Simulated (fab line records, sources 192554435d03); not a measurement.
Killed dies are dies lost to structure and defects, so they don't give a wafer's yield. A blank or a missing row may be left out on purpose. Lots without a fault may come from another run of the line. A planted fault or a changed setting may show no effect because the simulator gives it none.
Which tool did it? | flow n5_finfet | 10 lots, 30 wafers sampled, at 4 steps of a route of 1938

WHAT THE GAUGES READ, wafer by wafer
N5_BEOL_M15_CD_MEAS_10: target cd 360 nm.
lot  | measured     | on        | cd_nm (nm)
L652 | day 13 07:11 | cd_sem-01 | 359.9 359.2 359.0
L653 | day 13 18:34 | cd_sem-02 | 358.2 358.9 360.6
L658 | day 14 10:38 | cd_sem-02 | 358.8 359.7 359.3
L657 | day 14 11:06 | cd_sem-03 | 357.7 358.4 361.9
L659 | day 14 15:59 | cd_sem-03 | 360.6 360.2 359.0
L661 | day 15 04:23 | cd_sem-03 | 358.9 358.7 358.5
L662 | day 15 17:28 | cd_sem-02 | 359.4 360.7 359.9
L663 | day 16 01:57 | cd_sem-01 | 358.9 357.5 360.9
L664 | day 16 02:22 | cd_sem-02 | 359.8 360.5 363.2
L666 | day 16 17:53 | cd_sem-02 | 359.6 358.6 362.8

WHICH TOOL RAN EACH LOT (tool, then ch and the chambers of the sampled wafers, then the start)
lot  | N5_BEOL_M14_DESCUM_33              | N5_BEOL_M14_TRENCH_ETCH_34         | N5_BEOL_M15_ILD_DEP_00
L652 | rie_diel-01 ch 0,2, day 13 01:32   | rie_diel-01 ch 0,2, day 13 01:59   | pecvd-03 ch 0,1, day 13 06:38
L653 | rie_diel-04 ch 1,3, day 13 12:11   | rie_diel-04 ch 1,3, day 13 12:39   | pecvd-01 ch 1,2, day 13 17:53
L658 | rie_diel-02 ch 1,2,3, day 14 05:29 | rie_diel-02 ch 1,2,3, day 14 05:56 | pecvd-04 ch 0,1, day 14 10:04
L657 | rie_diel-01 ch 0,1,3, day 14 06:10 | rie_diel-01 ch 0,1,3, day 14 06:37 | pecvd-01 ch 0,1,2, day 14 10:24
L659 | rie_diel-04 ch 0,3, day 14 10:41   | rie_diel-04 ch 0,3, day 14 11:08   | pecvd-04 ch 0,1, day 14 15:26
L661 | rie_diel-02 ch 2,3, day 15 01:10   | rie_diel-02 ch 2,3, day 15 01:37   | pecvd-01 ch 0,1,2, day 15 03:50
L662 | rie_diel-01 ch 0,2,3, day 15 12:35 | rie_diel-01 ch 0,2,3, day 15 13:02 | pecvd-01 ch 0,2, day 15 16:55
L663 | rie_diel-04 ch 1,2, day 15 19:24   | rie_diel-04 ch 1,2, day 15 19:51   | pecvd-01 ch 0,1, day 16 01:16
L664 | rie_diel-01 ch 0,2,3, day 15 20:03 | rie_diel-01 ch 0,2,3, day 15 20:30 | pecvd-04 ch 0,2, day 16 01:49
L666 | rie_diel-01 ch 0,2,3, day 16 09:47 | rie_diel-01 ch 0,2,3, day 16 10:15 | pecvd-03 ch 0,2, day 16 17:20
- N5_BEOL_M14_DESCUM_33: chemistry O2, time 7.9 s.
- N5_BEOL_M14_TRENCH_ETCH_34: etches SiO2 in C4F8/O2/Ar, target depth 556.65 nm, time 126.9 s.
- N5_BEOL_M15_ILD_DEP_00: deposits SiO2 from TEOS/O2, target thk 1629.3 nm, time 346.1 s.

WHAT THE TOOLS THEMSELVES READ (means of the sampled wafers that have a number; where no wafer has one, the mark that the record gives instead)
N5_BEOL_M14_DESCUM_33.
lot  | tool        | bias_power_w (W) | drypump_motor_current_A (A) | oes_product_au (a.u.) | rf_vpp_V (V) | showerhead_plenum_p_Torr (Torr) | throttle_valve_pct (%)
L652 | rie_diel-01 | 20.06            | 5.4                         | 0.74                  | 242.9        | 2.13                            | 20.56
L653 | rie_diel-04 | 19.98            | 6.0                         | 0.70                  | 242.9        | 2.07                            | 20.31
L658 | rie_diel-02 | 20.03            | 5.7                         | 0.85                  | 243.1        | 2.12                            | 20.21
L657 | rie_diel-01 | 20.02            | 5.0                         | 0.80                  | 243.0        | 2.11                            | 20.44
L659 | rie_diel-04 | 20.00            | 5.8                         | 0.75                  | 244.0        | 2.10                            | 20.21
L661 | rie_diel-02 | 20.01            | 5.8                         | 0.91                  | 244.6        | 2.19                            | 20.24
L662 | rie_diel-01 | 20.07            | 5.4                         | 0.77                  | 244.2        | 2.16                            | 20.46
L663 | rie_diel-04 | 19.94            | 6.2                         | 0.88                  | 242.4        | 2.08                            | 20.18
L664 | rie_diel-01 | 20.05            | 5.4                         | 0.77                  | 243.4        | 2.16                            | 20.46
L666 | rie_diel-01 | 19.98            | 5.4                         | 0.77                  | 244.0        | 2.16                            | 20.48

N5_BEOL_M14_TRENCH_ETCH_34.
lot  | tool        | drypump_motor_current_A (A) | oes_product_au (a.u.) | rf_vpp_V (V) | showerhead_plenum_p_Torr (Torr) | throttle_valve_pct (%)
L652 | rie_diel-01 | 5.4                         | 0.74                  | 2261         | 3.48                            | 31.07
L653 | rie_diel-04 | 6.0                         | 0.70                  | 2190         | 3.45                            | 30.91
L658 | rie_diel-02 | 5.8                         | 0.86                  | 2212         | 3.49                            | 30.84
L657 | rie_diel-01 | 5.0                         | 0.79                  | 2231         | 3.45                            | 30.81
L659 | rie_diel-04 | 5.8                         | 0.75                  | 2225         | 3.48                            | 30.80
L661 | rie_diel-02 | 5.8                         | 0.91                  | 2200         | 3.60                            | 30.83
L662 | rie_diel-01 | 5.4                         | 0.76                  | 2242         | 3.53                            | 30.91
L663 | rie_diel-04 | 6.2                         | 0.87                  | 2165         | 3.44                            | 30.69
L664 | rie_diel-01 | 5.4                         | 0.75                  | 2243         | 3.53                            | 30.93
L666 | rie_diel-01 | 5.4                         | 0.75                  | 2241         | 3.53                            | 30.93

N5_BEOL_M15_ILD_DEP_00.
lot  | tool     | chamber_pressure_Torr (Torr) | heater_power_w (W) | run_length_s (s) | showerhead_plenum_p_Torr (Torr) | throttle_valve_pct (%)
L652 | pecvd-03 | 6.499                        | 651                | 388.3            | 8.37                            | 18.8
L653 | pecvd-01 | 6.489                        | 528                | 389.1            | 8.35                            | 18.4
L658 | pecvd-04 | 6.496                        | 460                | 390.0            | 8.38                            | 19.7
L657 | pecvd-01 | 6.503                        | 639                | 389.2            | 8.34                            | 18.4
L659 | pecvd-04 | 6.510                        | 548                | 390.0            | 8.34                            | 20.4
L661 | pecvd-01 | 6.484                        | 603                | 389.2            | 8.35                            | 18.7
L662 | pecvd-01 | 6.504                        | 660                | 389.6            | 8.36                            | 18.3
L663 | pecvd-01 | 6.486                        | 560                | 378.1            | 8.33                            | 18.8
L664 | pecvd-04 | 6.508                        | 535                | 389.5            | 8.40                            | 19.0
L666 | pecvd-03 | 6.501                        | 537                | 388.6            | 8.35                            | 18.5

THE ANSWER, worked out from the rows above alone
Rule: what is usual is taken from the lots themselves. Put in order of their means at a reading, lots are off if they are a third of the lots or fewer, leave a main group of 4 or more, and stand apart from it by a gap of 3 or more times the standard deviation of the main group's means; of several such gaps the widest counts. A main group whose means are all the same, to the digits that the tables above print for the reading, isn't used. A lot without any number at a reading at which 4 lots or more have one is off too. The other lots that the step has rows for count as sound. The gauges are gone through in route order, then the tools' own readings, and for those a lot's mean is taken as printed above. The first step at which some lot is off is used, and at that step the reading that is off furthest; a lot without a number counts as furthest.
Off: L663, at N5_BEOL_M15_ILD_DEP_00 (run_length_s). The main group: mean 389.3 s, standard deviation 0.54.
A tool fits if, at that step or a process step before it, it ran every lot that is off, and no sound lot after the first of them. Can't be told from this: 2 tools fit, rie_diel-04 at N5_BEOL_M14_DESCUM_33 and N5_BEOL_M14_TRENCH_ETCH_34, pecvd-01 at N5_BEOL_M15_ILD_DEP_00.

WHAT THE SIMULATOR HAD PUT IN
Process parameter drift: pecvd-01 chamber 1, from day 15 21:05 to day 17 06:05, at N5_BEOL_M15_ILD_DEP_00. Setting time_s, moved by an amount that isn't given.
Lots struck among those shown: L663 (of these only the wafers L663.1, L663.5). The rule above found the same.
